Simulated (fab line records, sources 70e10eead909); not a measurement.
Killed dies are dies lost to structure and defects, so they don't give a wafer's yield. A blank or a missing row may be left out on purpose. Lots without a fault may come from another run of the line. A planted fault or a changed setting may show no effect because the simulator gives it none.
fab line records | flow nand_harc
record lots=11 wafers=33 last_day=25
route steps=1159 shown A_STAIRCASE@613 END@1159
lots that met no fault: from a run of the same line without faults
start_h: hours from the record's first day to the start of the lot's first wafer shown | wait_h: hours since the lot's step before | " the same as in the row above | L1.1+2: a row that stands for several wafers | - no value, or no start given | * or withheld: withheld | < > ~ a bound
route shown NAME@n: a module of which the file shows steps, and the number in the route of the first | usual: mean/standard deviation of fault-free wafers | same: alike in all rows | chamber/n: place in a boat | sites: the reading at each site | _std_site: their standard deviation | _edge_site: outer sites' mean less inner sites' | radius_mm: how far each site lies from the wafer's centre | mask NAME#n: copy n | behind: the tool/chamber that last shaped the wafer | hold: why the lot was held/for how many hours/how that ended | device: the transistor (n, p or np) that didn't switch | end of line: the same wafers' tests at the end of the route | a step without rows: its recipe alone | killed: dies lost to structure and defects at the first sort, not the wafer's yield | map: a wafer's dies, x killed, . not, _ none there
set.NAME: the setting as run; set.NAME@STEP: as run at that earlier step | model.NAME: the simulator's own value behind a step, which no gauge read
steps of the route over a sample of lots; a table a step, a row a wafer
services: from which hour (start_h, from the record's first day; less than 0 if before it) a tool's chamber was out of use, for how many hours, and why
## steps
# step NHARC_A_STAIRCASE_DESCUM_219
# recipe time_s=3 o2_flow_sccm=200 ar_flow_sccm=0 bias_power_w=0 chemistry=O2
# usual drypump_motor_current_A=5.8/0.42 mfc_ar_sccm=0.010/0.011 oes_product_au=1.005/0.015 rf_vpp_V=57.9/1 showerhead_plenum_p_Torr=1.93/0.11 throttle_valve_pct=11.311/0.0097
# columns lot.wafer tool chamber start_h wait_h drypump_motor_current_A mfc_ar_sccm oes_product_au rf_hours_counter_h rf_vpp_V showerhead_plenum_p_Torr throttle_valve_pct
L729.3 rie_diel-13 2 258.01 - 6.5 0.030 1.005 59 55.7 1.78 11.318
L729.2 " 3 " " 6.3 0.011 1.022 60 58.1 2.00 11.324
L729.6 " 2 " " 6.5 0.030 1.009 - 56.0 1.78 11.297
L727.2 rie_diel-13 1 258.12 - 5.3 0 1.001 55 59.2 2.00 11.311
L727.3 " 2 " " 6.5 0.030 1.016 59 55.7 1.78 11.311
L727.4 " 3 " " 6.3 0.011 1.026 60 58.3 2.00 11.320
L730.3 rie_diel-12 2 265.70 - 6.2 0 1.002 19 56.9 1.79 11.329
L730.1 " 1 " " 6.0 0 1.023 16 55.6 1.85 11.306
L730.5 " 3 " " 6.0 0 1.017 - 57.1 1.79 11.304
L728.1 rie_diel-12 2 267.17 - 6.2 0 1.012 19 57.3 1.79 11.301
L728.3 " 3 " " 6.0 0 1.002 21 56.4 1.79 11.312
L728.6 " 2 " " 6.2 0 1.011 - 57.5 1.79 11.313
L737.2 rie_diel-13 0 324.90 - 5.5 0.012 1.018 19 57.8 2.05 11.313
L737.3 " 3 " " 6.3 0.011 0.998 20 57.8 1.99 11.315
L737.6 " 0 " " 5.5 0.012 1.018 - 60.0 2.05 11.303
L740.2 rie_diel-13 0 331.07 - 5.5 0.012 1.007 21 57.7 2.05 11.326
L740.4 " 1 " " 5.3 0 1.001 17 56.8 1.99 11.307
L740.5 " 0 " " 5.5 0.012 1.002 - 58.1 2.05 11.310
L742.3 rie_diel-01 0 344.71 - 5.4 0 0.993 6 57.8 2.07 11.319
L742.5 " 3 " " 6.0 0 0.998 - 56.5 1.83 11.298
L742.6 " 0 " " 5.4 0 0.985 - 58.1 2.07 11.307
L744.3 rie_diel-12 0 347.43 - 5.1 0 0.995 50 57.9 2.06 11.333
L744.4 " 0 " " 5.1 0 0.997 - 58.6 2.06 11.302
L744.6 " 2 " " 6.2 0 1.007 - 57.6 1.78 11.316
L747.1 rie_diel-01 0 368.81 - 5.4 0 1.000 18 60.0 2.07 11.314
L747.6 " 1 " " 5.9 0.025 0.983 - 57.4 1.86 11.309
L747.5 " 2 " " 5.6 0.013 1.005 - 58.1 2.07 11.305
L749.1 rie_diel-01 2 385.41 - 5.6 0.013 1.014 21 57.1 2.07 11.317
L749.3 " 0 " " 5.4 0 0.993 24 57.9 2.07 11.304
L749.6 " 2 " " 5.7 0.013 0.998 - 58.1 2.07 11.298
L748.1 rie_diel-01 2 388.97 - 5.7 0.013 1.005 23 58.5 2.07 11.293
L748.2 " 3 " " 6.0 0 0.989 25 56.9 1.82 11.309
L748.4 " 0 " " 5.4 0 0.987 26 59.1 2.07 11.315
# step NHARC_A_STAIRCASE_TRIM_224
# recipe time_s=211.2 o2_flow_sccm=500 ar_flow_sccm=0 bias_w=0 chemistry=O2
# usual drypump_motor_current_A=5.8/0.44 mfc_ar_sccm=0.010/0.011 oes_product_au=1.004/0.014 rf_vpp_V=57.9/0.97 showerhead_plenum_p_Torr=3.55/0.2 throttle_valve_pct=17.036/0.0087
# columns lot.wafer tool chamber start_h wait_h drypump_motor_current_A mfc_ar_sccm oes_product_au rf_hours_counter_h rf_vpp_V showerhead_plenum_p_Torr throttle_valve_pct
L729.2 rie_diel-13 3 259.37 - 6.3 0.011 1.023 61 58.9 3.68 17.026
L729.3 " 1 " " 5.3 0 0.992 56 58.4 3.68 17.030
L729.6 " 0 " " 5.5 0.012 1.025 - 58.4 3.77 17.048
L727.2 rie_diel-13 2 259.98 - 6.5 0.030 1.012 61 56.5 3.30 17.034
L727.3 " 3 " " 6.3 0.011 1.016 62 58.7 3.68 17.023
L727.4 " 0 " " 5.5 0.012 1.038 59 56.8 3.77 17.045
L730.1 rie_diel-12 0 266.24 - 5.1 0 0.991 22 58.9 3.79 17.031
L730.3 " 2 " " 6.2 0 1.008 19 56.8 3.32 17.047
L730.5 " 1 " " 6.1 0 1.007 - 58.9 3.42 17.048
L728.3 rie_diel-12 0 268.28 - 5.1 0 0.993 23 59.6 3.80 17.027
L728.1 " 1 " " 6.1 0 1.011 17 58.8 3.42 17.033
L728.6 " 0 " " 5.1 0 0.997 - 58.0 3.79 17.036
L737.3 rie_diel-13 0 325.53 - 5.5 0.012 0.824 19 58.5 3.76 17.023
L737.2 " 1 " " 5.3 0 0.806 16 58.8 3.66 17.032
L737.6 " 0 " " 5.5 0.012 0.816 - 58.5 3.76 17.044
L740.2 rie_diel-13 2 331.68 - 6.5 0.030 0.818 17 56.6 3.29 17.056
L740.4 " 3 " " 6.3 0.011 0.812 21 58.7 3.66 17.045
L740.5 " 1 " " 5.3 0 0.811 - 58.6 3.66 17.041
L742.3 rie_diel-01 2 345.39 - 5.7 0.013 0.999 6 57.7 3.80 17.042
L742.5 " 0 " " 5.4 0 0.986 - 58.5 3.80 17.026
L742.6 " 1 " " 5.9 0.025 0.986 - 57.0 3.44 17.036
L744.3 rie_diel-12 0 348.14 - 5.2 0 0.993 51 57.9 3.78 17.032
L744.4 " 0 " " 5.2 0 0.994 - 59.4 3.78 17.052
L744.6 " 2 " " 6.2 0 1.012 - 57.5 3.30 17.027
L747.1 rie_diel-01 3 369.39 - 6.1 0 0.985 18 56.9 3.37 17.028
L747.5 " 3 " " 6.1 0 0.993 - 56.9 3.37 17.029
L747.6 " 0 " " 5.4 0 1.004 - 56.6 3.80 17.048
L749.3 rie_diel-01 2 386.10 - 5.7 0.013 0.996 21 58.2 3.79 17.034
L749.1 " 0 " " 5.4 0 0.996 25 59.1 3.79 17.037
L749.6 " 1 " " 5.9 0.025 0.976 - 57.9 3.43 17.045
L748.4 rie_diel-01 2 389.56 - 5.7 0.013 0.995 23 58.0 3.79 17.038
L748.2 " 3 " " 6.1 0 0.993 26 57.1 3.37 17.023
L748.1 " 0 " " 5.4 0 0.995 26 59.3 3.79 17.048
# step NHARC_A_STAIRCASE_ETCH_225
# recipe target_depth_a=1000 time_s=40.5 ion_energy_ev=400 c4f8_flow_sccm=20 o2_flow_sccm=10 ar_flow_sccm=withheld rf_w=600 bias_w=1000 chemistry=C4F8/O2
# usual oes_product_au=0.944/0.016 rf_vpp_V=897/7.3
# columns lot.wafer tool chamber start_h wait_h oes_product_au rf_hours_counter_h rf_vpp_V
L729.2 rie_diel-13 1 - - 0.919 57 902
L729.3 " 2 " " 0.933 61 887
L729.6 " 2 " " 0.935 - 887
L727.2 rie_diel-13 2 - - 0.936 61 887
L727.3 " 3 " " 0.958 62 902
L727.4 " 0 " " 0.969 59 904
L730.3 rie_diel-12 3 - - 0.970 21 889
L730.1 " 1 " " 0.961 16 893
L730.5 " 3 " " 0.967 - 888
L728.3 rie_diel-12 1 - - 0.941 18 892
L728.1 " 0 " " 0.926 24 905
L728.6 " 1 " " 0.933 - 892
L737.3 rie_diel-13 1 - - 0.952 16 902
L737.2 " 2 " " 0.971 16 887
L737.6 " 0 " " 0.973 - 904
L740.4 rie_diel-13 3 - - 0.950 21 900
L740.2 " 0 " " 0.957 21 905
L740.5 " 2 " " 0.965 - 888
L742.3 rie_diel-01 3 - - 0.927 8 892
L742.5 " 3 " " 0.927 - 890
L742.6 " 0 " " 0.942 - 905
L744.3 rie_diel-12 0 - - 0.931 51 905
L744.6 " 2 " " 0.933 - 888
L744.4 " 0 " " 0.929 - 905
L747.1 rie_diel-01 3 - - 0.946 18 891
L747.6 " 2 " " 0.952 - 906
L747.5 " 0 " " 0.947 - 907
L749.3 rie_diel-01 0 - - 0.923 25 904
L749.1 " 3 " " 0.926 24 890
L749.6 " 1 " " 0.916 - 893
L748.2 rie_diel-01 1 - - 0.924 25 892
L748.4 " 2 " " 0.942 24 905
L748.1 " 3 " " 0.945 27 891
# step NHARC_A_STAIRCASE_TRIM_231
# recipe time_s=211.2 o2_flow_sccm=500 ar_flow_sccm=0 bias_w=0 chemistry=O2
# usual drypump_motor_current_A=5.8/0.38 mfc_ar_sccm=0.008/0.01 oes_product_au=1.001/0.015 rf_vpp_V=57.8/0.95 showerhead_plenum_p_Torr=3.51/0.2 throttle_valve_pct=17.037/0.0092
# columns lot.wafer tool chamber start_h wait_h drypump_motor_current_A mfc_ar_sccm oes_product_au rf_hours_counter_h rf_vpp_V showerhead_plenum_p_Torr throttle_valve_pct
L727.4 rie_diel-01 0 - - 5.4 0 1.009 35 58.7 3.28 17.029
L727.3 " 2 " " 5.6 0.013 0.979 42 57.2 3.26 17.052
L727.2 " 3 " " 6.1 0 0.983 44 58.2 3.39 17.025
L729.3 rie_diel-13 0 - - 5.5 0.012 1.032 59 58.1 3.77 17.047
L729.2 " 3 " " 6.3 0.011 1.023 63 57.7 3.68 17.029
L729.6 " 0 " " 5.5 0.012 1.028 - 59.6 3.77 17.042
L730.3 rie_diel-12 2 - - 6.2 0 1.007 19 56.9 3.32 17.045
L730.1 " 0 " " 5.2 0 0.992 22 57.7 3.80 17.038
L730.5 " 2 " " 6.2 0 1.001 - 56.8 3.32 17.038
L728.3 rie_diel-12 3 - - 6.0 0 1.014 23 56.8 3.32 17.032
L728.1 " 2 " " 6.2 0 0.998 21 56.9 3.32 17.033
L728.6 " 3 " " 6.0 0 1.017 - 58.3 3.32 17.043
L737.2 rie_diel-12 1 - - 6.0 0 1.019 39 58.3 3.41 17.042
L737.3 " 0 " " 5.2 0 0.987 43 58.6 3.78 17.037
L737.6 " 2 " " 6.2 0 1.003 - 57.7 3.31 17.045
L740.4 rie_diel-01 3 - - 6.0 0 0.996 1 57.0 3.38 17.021
L740.2 " 0 " " 5.4 0 1.001 2 57.7 3.81 17.035
L740.5 " 2 " " 5.7 0.013 0.989 - 58.6 3.80 17.025
L742.3 rie_diel-13 3 - - 6.3 0.011 1.007 28 57.3 3.66 17.031
L742.6 " 1 " " 5.3 0 1.015 - 59.0 3.66 17.028
L742.5 " 2 " " 6.4 0.030 1.021 - 56.4 3.29 17.038
L744.3 rie_diel-12 3 - - 6.0 0 1.003 50 57.7 3.31 17.034
L744.4 " 3 " " 6.0 0 1.011 - 59.2 3.31 17.020
L744.6 " 0 " " 5.1 0 0.995 - 58.4 3.78 17.061
L747.1 rie_diel-01 3 - - 6.1 0 0.981 19 57.6 3.37 17.054
L747.6 " 0 " " 5.4 0 0.994 - 57.2 3.80 17.025
L747.5 " 2 " " 5.7 0.013 1.002 - 57.7 3.79 17.055
L749.1 rie_diel-13 2 - - 6.5 0.030 1.006 39 57.3 3.28 17.020
L749.3 " 3 " " 6.4 0.011 1.007 44 58.3 3.65 17.035
L749.6 " 2 " " 6.5 0.030 1.014 - 58.0 3.28 17.049
L748.4 rie_diel-12 0 - - 5.1 0 1.020 1 58.2 3.77 17.044
L748.2 " 1 " " 6.0 0 1.014 1 57.4 3.40 17.027
L748.1 " 3 " " 6.0 0 1.002 1 56.9 3.30 17.038
# step NHARC_END_SORT_01
# recipe temp_c=25
# usual killed_at_array=26/9.7 killed_at_other=1.0/1.2 killed_at_periphery=3.9/2.6 killed_dies=31/9.7 killed_open=3.2/1.8 killed_short=2.0/1.3
# same gross_dies=677
# columns lot.wafer tool chamber start_h wait_h killed_at_array killed_at_other killed_at_periphery killed_dies killed_open killed_short
L737.3 prober-02 0 509.21 3.1 20 3 4 27 3 3
L737.6 prober-02 0 511.58 4.0 22 2 6 30 3 5
# killed by level:class
L737.3 A_CHANNEL_HOLE_D1:chamber_film_flake=6 P_STI:chamber_film_flake=3 A_STAIRCASE:chamber_film_flake=3 HYBRID_BOND:chamber_film_flake=3 A_CHANNEL_FILL_D1:chamber_film_flake=2 A_CONTACT:chamber_film_flake=2 A_STAIRCASE:area_trim=2 P_M0:geometric_particle:open=1
L737.6 A_CONTACT:chamber_film_flake=6 A_CHANNEL_HOLE_D1:chamber_film_flake=4 A_STAIRCASE:area_trim=4 P_CONTACT:chamber_film_flake=2 A_CHANNEL_FILL_D1:chamber_film_flake=2 P_M0:geometric_particle:short=1 P_M0:geometric_particle:open=1 P_M2:geometric_particle:short=1
## services
# columns tool chamber start_h hours kind
rie_diel-01 0 236.41 21.0 repair
rie_diel-01 1 244.95 - clean
rie_diel-01 2 244.95 - clean
rie_diel-01 3 244.95 - clean
rie_diel-13 0 255.16 - clean
rie_diel-13 1 255.16 - clean
rie_diel-13 2 255.16 - clean
rie_diel-13 3 255.16 - clean
rie_diel-01 0 269.45 - clean
rie_diel-01 1 269.45 - clean
rie_diel-01 2 269.45 - clean
rie_diel-01 3 269.45 - clean
rie_diel-13 - 276.00 9.0 pm
rie_diel-13 0 276.00 9.0 vent_cycle
rie_diel-13 1 276.00 9.0 vent_cycle
rie_diel-13 2 276.00 9.0 vent_cycle
rie_diel-13 3 276.00 9.0 vent_cycle
rie_diel-13 0 285.00 - clean
rie_diel-13 1 285.00 - clean
rie_diel-13 2 285.00 - clean
rie_diel-13 3 285.00 - clean
rie_diel-01 - 316.00 9.0 pm
rie_diel-01 1 369.10 7.0 repair
rie_diel-12 - 379.58 9.0 pm
## key
first_sign step=NHARC_A_STAIRCASE_TRIM_224 reading=oes_product_au direction=down sigmas=13 usual=1.004 struck=0.814
effect none on later readings
met_at NHARC_A_STAIRCASE_TRIM_224
struck_lots L737,L740
tester_left_out L737,L740
not_acting_at NHARC_A_STAIRCASE_DESCUM_219,NHARC_A_STAIRCASE_ETCH_225,NHARC_A_STAIRCASE_TRIM_231
onset_between 259.98 325.53
fault kind=process_parameter_drift tool=rie_diel-13 chamber=- onset_h=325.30 steps=NHARC_A_STAIRCASE_TRIM_224 channel=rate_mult offset=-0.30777 shape=step end_h=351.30
# tester_left_out: of these lots the tester's yield and bins aren't shown, on N5 and GAA mostly nor the transistor test; their killed dies are dies lost to structure and defects alone, not to doping, threshold or leakage, so they don't give the yield
